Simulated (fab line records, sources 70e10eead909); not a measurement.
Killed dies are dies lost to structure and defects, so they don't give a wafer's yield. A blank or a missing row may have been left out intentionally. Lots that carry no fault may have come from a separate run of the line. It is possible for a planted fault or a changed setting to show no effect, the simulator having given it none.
Chamber matching :: flow nand_harc :: pecvd-02 running NHARC_P_GATE_DEP_103: 3 sister chambers
The step deposits SiON, target thk 30 nm. 6 wafers are shown with their chamber, then 7 later ones without.

== EACH WAFER AND ITS CHAMBER ==
wafer: L870.4
chamber: 0
heater_power_w (W): 699

wafer: L872.1
chamber: 0
heater_power_w (W): 586

wafer: L872.4
chamber: 2
heater_power_w (W): 780

wafer: L872.6
chamber: 1
heater_power_w (W): 776

wafer: L882.1
chamber: 1
heater_power_w (W): 776

wafer: L882.3
chamber: 2
heater_power_w (W): 795

== WAFERS WITH NO CHAMBER GIVEN ==
wafer: L882.6
heater_power_w (W): 798

wafer: L884.1
heater_power_w (W): 690

wafer: L884.4
heater_power_w (W): 829

wafer: L884.6
heater_power_w (W): 701

wafer: L885.3
heater_power_w (W): 775

wafer: L885.4
heater_power_w (W): 705

wafer: L885.6
heater_power_w (W): 773

== WHICH CHAMBER EACH WENT THROUGH ==
wafer: L882.6
from the rows above: can't be placed: 2 or 1
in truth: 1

wafer: L884.1
from the rows above: can't be placed: 0 or 1 or 2
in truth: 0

wafer: L884.4
from the rows above: can't be placed: 2 or 1
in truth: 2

wafer: L884.6
from the rows above: can't be placed: 0 or 1 or 2
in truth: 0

wafer: L885.3
from the rows above: can't be placed: 1 or 2
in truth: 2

wafer: L885.4
from the rows above: can't be placed: 0 or 1 or 2
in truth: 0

wafer: L885.6
from the rows above: can't be placed: 1 or 2
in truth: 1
Correct placement for 0 of the 7. Can't be placed from these rows: 7 (the true chamber is among the candidates in 7). Number placed wrongly: 0.
How it was worked out, from the rows above alone: a wafer's distance from a chamber is the root of the sum, over the readings, of the square of ((its reading less the chamber's mean) divided by the reading's scatter). If the next closest chamber is less than 2 further off than the closest, the wafer can't be placed; otherwise it belongs to the closest. For every chamber, the mean is computed from those of its wafers that are shown. The scatter: take each reading less its chamber's mean, square it, sum over the shown wafers, divide by the number of wafers less the number of chambers, and take the root.
